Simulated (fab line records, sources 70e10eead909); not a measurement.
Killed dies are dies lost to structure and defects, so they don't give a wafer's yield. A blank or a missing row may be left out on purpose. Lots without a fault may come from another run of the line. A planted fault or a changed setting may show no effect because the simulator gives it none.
Chamber matching | flow nand_harc | NHARC_A_STAIRCASE_DESCUM_312 on rie_diel-03: 4 sister chambers
The step chemistry O2, time 3 s. 4 wafers are shown with their chamber, then 7 later ones without.

WAFERS WITH THEIR CHAMBER
wafer  | chamber | drypump_motor_current_A (A)
L086.3 | 2       | 5.39
L086.4 | 3       | 5.63
L088.1 | 0       | 5.20
L088.2 | 1       | 5.80

WAFERS WITHOUT THEIR CHAMBER
wafer  | drypump_motor_current_A (A)
L088.5 | 5.20
L091.1 | 5.83
L091.2 | 5.39
L091.3 | 5.19
L093.2 | 5.40
L093.3 | 5.67
L093.6 | 5.19

WHICH CHAMBER EACH WENT THROUGH
wafer  | from the rows above | in truth
L088.5 | 0                   | 0
L091.1 | 1                   | 1
L091.2 | 2                   | 2
L091.3 | 0                   | 0
L093.2 | 2                   | 2
L093.3 | 3                   | 3
L093.6 | 0                   | 0
Placed correctly: 7 of 7. Can't be placed from these rows: 0. Placed wrongly: 0.
How it was worked out, from the rows above alone: a wafer's distance from a chamber is the root of the sum, over the readings, of the square of ((its reading less the chamber's mean) divided by the reading's scatter). The wafer belongs to the nearest chamber; if the next one is less than 2 further off, it can't be placed. A chamber's mean is the mean of its shown wafers. The scatter: with one shown wafer a chamber, the root of the mean of the squares of how far each hidden wafer lies from its nearest shown one.
